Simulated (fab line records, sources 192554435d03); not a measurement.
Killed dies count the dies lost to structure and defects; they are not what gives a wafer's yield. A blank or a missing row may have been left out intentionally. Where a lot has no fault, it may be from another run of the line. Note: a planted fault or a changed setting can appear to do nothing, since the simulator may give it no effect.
fab line records | flow n5Finfet
record lots=11 wafers=33 lastDay=19
route steps=1938 shown BEOL_M9@1415 PASSIVATION@1936
lots untouched by any fault: they come from a run of this same line in which no faults occurred
startH: start of the lot's first displayed wafer, in hours after the record's first day | waitH: time in hours since the lot's previous step | " the same as in the row above | L1.1+2: several wafers, shown together as one row | - no value, or no start given | * or withheld: withheld | < > ~ a bound
route shown NAME@n: names a module that has steps shown in the file, with the first one's number in the route | usual: mean/standard deviation of fault-free wafers | same: alike in all rows | chamber/n: place in a boat | sites: readings site by site | _std_site: the standard deviation of these | _edge_site: outer sites' mean less inner sites' | radiusMm: for every site, how far away it sits from the centre of the wafer | mask NAME#n: copy n | behind: the tool/chamber that last shaped the wafer | hold: reason for holding the lot/hours on hold/outcome of the hold | device: names the non-switching transistor (n, p or np) | end of line: the route-end tests of the same wafers | a step given without rows: its recipe and nothing more | killed: not the wafer's yield, but the dies lost to structure and defects at the first sort | map: a wafer's dies, marking killed ones x, the rest . and places with no die _
set.NAME: the setting that was run; set.NAME@STEP: the one run at that earlier step | model.NAME: the simulator's own value behind a step, which no gauge read
steps of the route over a sample of lots; a table a step, a row a wafer
services: the hour from which a tool's chamber was out of use, counted from the record's first day as startH (under 0 if before that day), plus the number of hours and why
## steps
# step N5_BEOL_M9_OVL_MEAS_12
# recipe pointsPerWafer=44
# usual M9_OVL=0.5/0.64
# columns lot.wafer tool chamber startH waitH M9_OVL[nm]
L950.2 overlay-01 0 244.29 0.0 0.8
L950.4 " 0 " " 0.1
L950.6 " 0 " " 0.1
L952.1 overlay-01 0 264.58 0.0 0.9
L952.3 " 0 " " 1.0
L952.5 " 0 " " 0.2
L951.2 overlay-02 0 270.32 0.0 0.9
L951.3 " 0 " " 0.1
L951.5 " 0 " " -0.4
L953.1 overlay-01 0 274.21 0.0 0.2
L953.2 " 0 " " 0.6
L953.6 " 0 " " 0.6
L955.2 overlay-01 0 275.87 0.0 1.2
L955.4 " 0 " " -0.4
L955.6 " 0 " " 0.1
L959.2 overlay-01 0 306.33 0.0 -0.4
L959.3 " 0 " " 0.3
L959.6 " 0 " " 0.8
L958.1 overlay-02 0 307.90 0.0 0.2
L958.3 " 0 " " 1.7
L958.5 " 0 " " 0.6
L961.1 overlay-01 0 308.19 0.0 1.3
L961.4 " 0 " " 0.9
L961.6 " 0 " " 1.1
L963.2 overlay-01 0 320.11 0.0 1.1
L963.5 " 0 " " 1.2
L963.6 " 0 " " 0.9
L966.3 overlay-02 0 362.66 0.0 -0.3
L966.5 " 0 " " 0.2
L966.6 " 0 " " 0.2
L969.3 overlay-02 0 382.73 0.0 0.6
L969.4 " 0 " " 0.4
L969.5 " 0 " " -0.7
# step N5_BEOL_M9_STRIP_67
# recipe chemistry=CF4 resist=SiARC powerW=300 biasPowerW=75 pressureMtorr=50 cf4FlowSccm=150 rfFrequencyHz=6e+07
# usual biasPowerW=75.01/0.21 drypumpMotorCurrentA=5.5/0.52 oesProductAu=0.77/0.078 rfVppV=271.3/1.6 showerheadPlenumPTorr=1.80/0.067 throttleValvePct=13.71/0.22
# columns lot.wafer tool chamber startH waitH biasPowerW drypumpMotorCurrentA oesProductAu rfHoursCounterH rfVppV showerheadPlenumPTorr throttleValvePct
L950.2 rieDiel-05 1 244.64 0.0 75.01 5.6 0.82 73 272.7 1.90 13.77
L950.4 " 0 " " 75.19 5.8 0.81 83 273.2 1.90 13.58
L950.6 " 1 " " 75.20 5.6 0.82 - 273.4 1.90 13.77
L952.1 rieDiel-03 2 264.87 0.0 74.81 6.1 0.92 10 272.7 1.85 13.27
L952.3 " 1 " " 74.88 6.0 0.71 191 270.6 1.79 13.90
L952.5 " 3 " " 74.99 6.3 0.90 - 270.9 1.75 13.61
L951.2 rieDiel-04 2 270.66 0.0 75.04 5.1 0.70 217 269.5 1.72 13.80
L951.3 " 1 " " 75.11 4.9 0.73 182 272.9 1.86 14.01
L951.5 " 2 " " 75.18 5.1 0.70 - 269.6 1.72 13.81
L953.1 rieDiel-03 2 274.55 0.0 75.16 6.1 0.91 12 272.4 1.85 13.28
L953.2 " 3 " " 75.10 6.3 0.89 34 271.9 1.75 13.62
L953.6 " 2 " " 75.18 6.1 0.91 - 272.0 1.85 13.30
L955.2 rieDiel-03 0 276.16 0.0 74.94 4.9 0.74 188 269.3 1.70 13.90
L955.4 " 2 " " 75.11 6.1 0.91 13 272.3 1.85 13.26
L955.6 " 2 " " 75.06 6.1 0.91 - 273.9 1.85 13.29
L959.2 rieDiel-03 2 306.65 0.0 75.19 6.1 0.89 21 271.7 1.85 13.30
L959.3 " 3 " " 75.15 6.3 0.88 43 269.0 1.75 13.65
L959.6 " 0 " " 75.13 4.9 0.73 - 271.5 1.70 13.91
L958.1 rieDiel-05 3 308.19 0.0 74.98 6.2 0.83 67 270.1 1.75 13.34
L958.3 " 0 " " 75.21 5.8 0.79 102 272.4 1.89 13.62
L958.5 " 0 " " 75.17 5.8 0.80 - 273.9 1.89 13.62
L961.1 rieDiel-05 2 308.48 0.0 74.62 5.0 0.86 50 274.4 1.90 13.64
L961.4 " 3 " " 74.97 6.1 0.83 67 268.6 1.75 13.34
L961.6 " 0 " " 74.93 5.8 0.79 - 272.9 1.89 13.61
L963.2 rieDiel-03 3 320.40 0.0 74.86 6.3 0.87 47 270.6 1.75 13.65
L963.5 " 1 " " 75.24 6.1 0.69 - 271.7 1.79 13.95
L963.6 " 0 " " 75.41 4.9 0.73 - 269.4 1.70 13.91
L966.3 rieDiel-04 2 363.12 0.0 75.11 5.1 0.68 247 269.1 1.71 13.89
L966.5 " 0 " " 74.65 5.3 0.69 - 272.0 1.79 13.57
L966.6 " 2 " " 75.22 5.1 0.68 - 271.1 1.71 13.88
L969.3 rieDiel-04 3 383.01 0.0 75.15 4.9 0.71 219 272.0 1.83 13.82
L969.4 " 3 " " 75.17 4.9 0.71 - 273.5 1.84 13.84
L969.5 " 1 " " 75.40 4.9 0.70 - 272.2 1.85 14.08
# step N5_BEOL_M9_CD_MEAS_18
# recipe pitchNm=140 targetCdNm=70
# usual cdNm=70.1/0.7
# columns lot.wafer tool chamber startH waitH cdNm
L950.2 cdSem-02 - 244.87 0.1 69.3
L950.4 " - " " 68.7
L950.6 " - " " 69.8
L952.1 cdSem-01 - 265.20 0.0 70.6
L952.3 " - " " 70.4
L952.5 " - " " 70.7
L951.2 cdSem-01 - 270.97 0.1 69.8
L951.3 " - " " 69.6
L951.5 " - " " 70.3
L953.1 cdSem-02 - 274.78 0.0 70.1
L953.2 " - " " 70.8
L953.6 " - " " 71.3
L955.2 cdSem-02 - 276.39 0.1 70.4
L955.4 " - " " 70.0
L955.6 " - " " 69.8
L959.2 cdSem-01 - 306.87 0.1 69.5
L959.3 " - " " 71.1
L959.6 " - " " 71.0
L958.1 cdSem-02 - 308.52 0.0 70.7
L958.3 " - " " 71.0
L958.5 " - " " 70.6
L961.1 cdSem-01 - 308.70 0.0 70.5
L961.4 " - " " 69.0
L961.6 " - " " 69.1
L963.2 cdSem-03 - 320.82 0.1 69.8
L963.5 " - " " 69.2
L963.6 " - " " 70.1
L966.3 cdSem-02 - 363.35 0.1 69.7
L966.5 " - " " 69.8
L966.6 " - " " 70.1
L969.3 cdSem-02 - 383.24 0.1 69.4
L969.4 " - " " 70.2
L969.5 " - " " 70.0
# step N5_BEOL_M9_EXPOSE_25
# recipe maskId=V8 na=0.33 sourceShape=annular sigmaInner=0.4 sigmaOuter=0.8 polarization=unpolarized doseMj=37.25
# usual exposureDoseMJCm2=37.18/0.055
# columns lot.wafer tool chamber startH waitH mask exposureDoseMJCm2
L950.2 euvScanner-01 0 246.81 - V8#0 37.24
L950.4 " 0 " " V8#0 37.27
L950.6 " 0 " " V8#0 37.24
L952.1 euvScanner-01 0 268.49 - V8#0 37.24
L952.3 " 0 " " V8#0 37.21
L952.5 " 0 " " V8#0 37.25
L951.2 euvScanner-01 0 273.07 - V8#0 37.22
L951.3 " 0 " " V8#0 37.21
L951.5 " 0 " " V8#0 37.22
L953.1 euvScanner-02 0 274.95 - V8#0 37.13
L953.2 " 0 " " V8#0 37.16
L953.6 " 0 " " V8#0 37.10
L955.2 euvScanner-02 0 278.15 - V8#0 37.17
L955.4 " 0 " " V8#0 37.11
L955.6 " 0 " " V8#0 37.15
L959.2 euvScanner-02 0 307.57 - V8#0 37.15
L959.3 " 0 " " V8#0 37.14
L959.6 " 0 " " V8#0 37.15
L961.1 euvScanner-01 0 309.30 - V8#0 40.99
L961.4 " 0 " " V8#0 41.01
L961.6 " 0 " " V8#0 40.97
L958.1 euvScanner-01 0 309.38 - V8#0 40.96
L958.3 " 0 " " V8#0 41.00
L958.5 " 0 " " V8#0 40.97
L963.2 euvScanner-01 0 322.93 - V8#0 39.59
L963.5 " 0 " " V8#0 39.62
L963.6 " 0 " " V8#0 39.61
L966.3 euvScanner-02 0 364.22 - V8#0 37.17
L966.5 " 0 " " V8#0 37.19
L966.6 " 0 " " V8#0 37.17
L969.3 euvScanner-02 0 384.64 - V8#0 37.11
L969.4 " 0 " " V8#0 37.13
L969.5 " 0 " " V8#0 37.04
# step N5_BEOL_M9_CD_MEAS_28
# recipe targetCdNm=70 landingEnergyEv=500 detector=seInlens polarity=opening
# usual cdNm=69.93/0.27
# columns lot.wafer tool chamber startH waitH cdNm
L950.2 cdSem-01 0 246.93 - 69.61
L950.4 " 0 " " 69.90
L950.6 " 0 " " 69.96
L952.1 cdSem-01 0 268.61 - 70.11
L952.3 " 0 " " 69.78
L952.5 " 0 " " 69.96
L951.2 cdSem-01 0 273.20 - 69.70
L951.3 " 0 " " 69.46
L951.5 " 0 " " 69.69
L953.1 cdSem-02 0 275.08 - 69.68
L953.2 " 0 " " 69.94
L953.6 " 0 " " 70.13
L955.2 cdSem-01 0 278.27 - 69.69
L955.4 " 0 " " 70.38
L955.6 " 0 " " 69.39
L959.2 cdSem-03 0 307.70 - 69.72
L959.3 " 0 " " 69.78
L959.6 " 0 " " 69.67
L961.1 cdSem-03 0 309.43 - 72.64
L961.4 " 0 " " 72.46
L961.6 " 0 " " 72.25
L958.1 cdSem-02 0 309.51 - 71.96
L958.3 " 0 " " 71.76
L958.5 " 0 " " 71.92
L963.2 cdSem-02 0 323.05 - 71.31
L963.5 " 0 " " 71.49
L963.6 " 0 " " 72.08
L966.3 cdSem-03 0 364.34 - 70.01
L966.5 " 0 " " 69.88
L966.6 " 0 " " 70.32
L969.3 cdSem-01 0 384.76 - 69.70
L969.4 " 0 " " 70.04
L969.5 " 0 " " 70.31
# step N5_PASSIVATION_PROBE_49
# usual defectLimitedYield=91.4/1.5 killed_at_M0_to_M3=35/12 killed_at_M4_up=13/5.8 killedAtContacts=12/5.5 killedAtFrontEnd=36/9.9 killedAtOther=4/3.7 killedDies=101/18 killedOpen=66/13 killedShort=33/8 sort_bin_4_leakage=0.00/0.016 sort_bin_5_function=5.0/1 sort_bin_6_memory=3.2/0.67 sortNPass=1079/18 sortYieldPct=91.4/1.5
# same grossDies=1180 killedAtBackSide=0 sort_bin_8_speed[%]=0
# columns lot.wafer tool chamber startH waitH defectLimitedYield[%] killed_at_M0_to_M3 killed_at_M4_up killedAtContacts killedAtFrontEnd killedAtOther killedDies killedOpen killedShort sort_bin_4_leakage[%] sort_bin_5_function[%] sort_bin_6_memory[%] sortNPass sortYieldPct[%]
L953.1 prober-02 - 332.34 0.0 91.2 37 10 12 44 1 104 65 39 0 5.1 3.6 1076 91.2
L953.2 prober-02 - 332.39 0.1 91.6 43 11 7 36 2 99 60 39 0 5.5 2.6 1081 91.6
L953.6 prober-02 - 332.59 0.3 91.9 29 8 15 40 3 95 62 32 0 4.6 3.3 1085 91.9
L961.1 prober-02 - 371.57 0.0 92.6 49 9 1 22 6 87 60 25 0 4.2 2.7 1093 92.6
L961.4 prober-02 - 371.72 0.2 90.6 62 18 10 17 4 111 75 32 0 5.5 3.5 1069 90.6
L961.6 prober-02 - 371.82 0.3 92.1 49 7 9 22 6 93 64 29 0 4.1 3.6 1087 92.1
# killed by level:class
L953.1 FIN_SAQP:geometricParticle:open=13 BEOL_M0_SAQP:geometricParticle:open=9 BEOL_M0_SAQP:geometricParticle:short=9 BEOL_M3:geometricParticle:open=9 GATE_CUT:geometricParticle:short=8 MOL_CONTACT_COAG:geometricParticle:open=8 MOL_CONTACT_COAG:geometricParticle:short=4 BEOL_M4:geometricParticle:open=4
L953.2 BEOL_M0_SAQP:geometricParticle:short=15 BEOL_M0_SAQP:geometricParticle:open=12 FIN_SAQP:geometricParticle:open=9 BEOL_M2:geometricParticle:open=8 FIN_SAQP:geometricParticle:short=6 MOL_CONTACT_COAG:geometricParticle:open=6 STI_FIN_REVEAL:geometricParticle:open=5 BEOL_M4:geometricParticle:open=4
L953.6 MOL_CONTACT_COAG:geometricParticle:open=11 FIN_SAQP:geometricParticle:open=10 GATE_CUT:geometricParticle:short=7 STI_FIN_REVEAL:geometricParticle:open=7 BEOL_M2:geometricParticle:open=6 BEOL_M0_SAQP:geometricParticle:open=5 BEOL_M1:geometricParticle:open=5 MOL_CONTACT_COAG:geometricParticle:short=4
L961.1 BEOL_M0_SAQP:geometricParticle:open=13 BEOL_M1:geometricParticle:open=9 BEOL_M3:geometricParticle:open=8 DUMMY_GATE:geometricParticle:open=6 BEOL_M0_SAQP:geometricParticle:short=6 BEOL_M2:geometricParticle:short=4 BEOL_M2:geometricParticle:open=4 FIN_SAQP:geometricParticle:short=3
L961.4 BEOL_M0_SAQP:geometricParticle:short=15 BEOL_M0_SAQP:geometricParticle:open=13 BEOL_M0:geometricParticle:open=9 BEOL_M3:geometricParticle:open=8 BEOL_M4:geometricParticle:open=8 MOL_CONTACT_COAG:geometricParticle:open=7 BEOL_M2:geometricParticle:open=7 DUMMY_GATE:geometricParticle:open=3
L961.6 BEOL_M0_SAQP:geometricParticle:open=10 BEOL_M0_SAQP:geometricParticle:short=9 BEOL_M1:geometricParticle:open=9 BEOL_M2:geometricParticle:open=8 FIN_SAQP:geometricParticle:open=7 MOL_CONTACT_COAG:geometricParticle:open=7 BEOL_M1:geometricParticle:short=6 BEOL_M3:geometricParticle:open=6
## services
# columns tool chamber startH hours kind
euvScanner-01 - 222.96 1.0 pm
euvScanner-02 - 228.66 1.0 pm
euvScanner-01 - 245.35 0.8 repair
rieDiel-05 3 251.62 3.5 repair
rieDiel-03 - 253.91 0.7 repair
euvScanner-01 - 279.11 1.0 pm
euvScanner-02 - 284.83 1.0 pm
euvScanner-02 - 293.37 0.6 repair
euvScanner-02 - 308.93 2.1 repair
rieDiel-04 3 309.13 11.7 repair
euvScanner-02 - 312.83 4.6 pm
euvScanner-01 - 317.43 4.6 pm
rieDiel-04 1 326.22 4.5 repair
euvScanner-01 0 328.03 - calibration
euvScanner-01 - 335.27 1.0 pm
euvScanner-02 - 340.95 1.0 pm
rieDiel-04 3 358.52 5.5 repair
rieDiel-04 2 371.62 - clean
rieDiel-04 2 371.62 - consumableReplace:focusRing
rieDiel-04 2 371.62 - consumableReplace:showerhead
rieDiel-04 2 371.62 24.5 scheduledDown
rieDiel-04 2 371.62 24.5 ventCycle
euvScanner-02 0 372.23 - calibration
## key
firstSign step=N5_BEOL_M9_EXPOSE_25 reading=exposureDoseMJCm2 direction=up sigmas=61 usual=37.18 struck=40.52
effect step=N5_BEOL_M9_CD_MEAS_28 reading=cdNm direction=up sigmas=7.6 usual=69.93 struck=71.99 through=controlLoop
metAt N5_BEOL_M9_EXPOSE_25
struckLots L958,L961,L963
loopTrim step=N5_BEOL_M9_EXPOSE_25 setting=dose lots=L963
notActingAt N5_BEOL_M9_OVL_MEAS_12,N5_BEOL_M9_STRIP_67,N5_BEOL_M9_CD_MEAS_18
fault kind=processParameterDrift tool=euvScanner-01 chamber=- onsetH=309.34 steps=N5_BEOL_M9_EXPOSE_25 channel=doseMj offset=3.7438 shape=step actsIn=theseRecipesOnly stated=37.25
# loopTrim: a control loop set the setting to another value than it would have without faults
